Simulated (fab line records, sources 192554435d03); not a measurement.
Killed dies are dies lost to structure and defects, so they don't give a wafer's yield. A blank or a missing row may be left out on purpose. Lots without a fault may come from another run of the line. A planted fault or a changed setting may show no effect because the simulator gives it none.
Chamber matching | flow n5_finfet | N5_BEOL_M5_STRIP_64 on rie_diel-06: 4 sister chambers
The step strips in CF4. 8 wafers are shown with their chamber, then 9 later ones without.

WAFERS WITH THEIR CHAMBER
wafer  | chamber | throttle_valve_pct (%) | showerhead_plenum_p_Torr (Torr)
L077.4 | 0       | 13.7                   | 1.84
L081.6 | 0       | 13.7                   | 1.84
L085.2 | 2       | 13.8                   | 1.82
L086.4 | 1       | 14.1                   | 1.77
L086.5 | 3       | 13.1                   | 1.83
L090.1 | 3       | 13.2                   | 1.83
L090.2 | 2       | 13.8                   | 1.82
L090.6 | 1       | 14.1                   | 1.76

WAFERS WITHOUT THEIR CHAMBER
wafer  | throttle_valve_pct (%) | showerhead_plenum_p_Torr (Torr)
L091.1 | 14.1                   | 1.76
L091.4 | 13.2                   | 1.83
L091.6 | 13.2                   | 1.83
L095.2 | 13.2                   | 1.83
L095.5 | 13.9                   | 1.81
L095.6 | 13.2                   | 1.83
L097.1 | 13.9                   | 1.81
L097.2 | 13.2                   | 1.83
L097.4 | 13.2                   | 1.82

WHICH CHAMBER EACH WENT THROUGH
wafer  | from the rows above | in truth
L091.1 | 1                   | 1
L091.4 | 3                   | 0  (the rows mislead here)
L091.6 | 3                   | 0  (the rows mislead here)
L095.2 | 3                   | 3
L095.5 | 2                   | 2
L095.6 | 3                   | 3
L097.1 | 2                   | 2
L097.2 | 3                   | 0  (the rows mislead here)
L097.4 | 3                   | 3
Placed correctly: 6 of 9. Can't be placed from these rows: 0. Placed wrongly: 3.
How it was worked out, from the rows above alone: a wafer's distance from a chamber is the root of the sum, over the readings, of the square of ((its reading less the chamber's mean) divided by the reading's scatter). The wafer belongs to the nearest chamber; if the next one is less than 2 further off, it can't be placed. A chamber's mean is the mean of its shown wafers. The scatter: the root of (the sum of the squares of (reading less its chamber's mean) over the shown wafers, divided by (wafers less chambers)).
